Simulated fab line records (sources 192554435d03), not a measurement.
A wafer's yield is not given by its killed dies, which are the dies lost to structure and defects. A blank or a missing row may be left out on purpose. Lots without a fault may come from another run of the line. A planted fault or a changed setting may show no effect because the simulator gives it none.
Chamber matching	flow n5_finfet	N5_BEOL_M14_DESCUM_33 on rie_diel-02: 4 sister chambers
The step chemistry O2, time 7.9 s. 8 wafers are shown with their chamber, then 9 later ones without.

## EACH WAFER AND ITS CHAMBER
wafer	chamber	throttle_valve_pct (%)	drypump_motor_current_A (A)
L090.4	3	20.75	5.6
L090.5	2	20.61	5.7
L088.1	1	20.55	5.8
L088.2	2	20.62	5.6
L088.3	3	20.74	5.6
L088.4	0	20.11	5.6
L088.5	0	20.10	5.6
L088.6	1	20.53	5.7

## WAFERS WITHOUT THEIR CHAMBER
wafer	throttle_valve_pct (%)	drypump_motor_current_A (A)
L097.3	20.11	5.6
L097.4	20.76	5.6
L097.5	20.63	5.7
L091.1	20.12	5.6
L091.2	20.18	5.7
L091.3	20.77	5.6
L089.1	20.12	5.6
L089.2	20.76	5.6
L089.3	20.64	5.7

## WHICH CHAMBER EACH ONE RAN IN
wafer	from the rows above	in truth
L097.3	0	0
L097.4	3	3
L097.5	2	2
L091.1	0	0
L091.2	0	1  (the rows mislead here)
L091.3	3	3
L089.1	0	0
L089.2	3	3
L089.3	2	2
Correct placement for 8 of the 9. Not placeable from these rows: 0. Number placed wrongly: 1.
How it was worked out, from the rows above alone: a wafer's distance from a chamber is the root of the sum, over the readings, of the square of ((its reading less the chamber's mean) divided by the reading's scatter). The wafer belongs to the nearest chamber; if the next one is less than 2 further off, it can't be placed. For every chamber, the mean is computed from those of its wafers that are shown. The scatter: take each reading less its chamber's mean, square it, sum over the shown wafers, divide by the number of wafers less the number of chambers, and take the root.
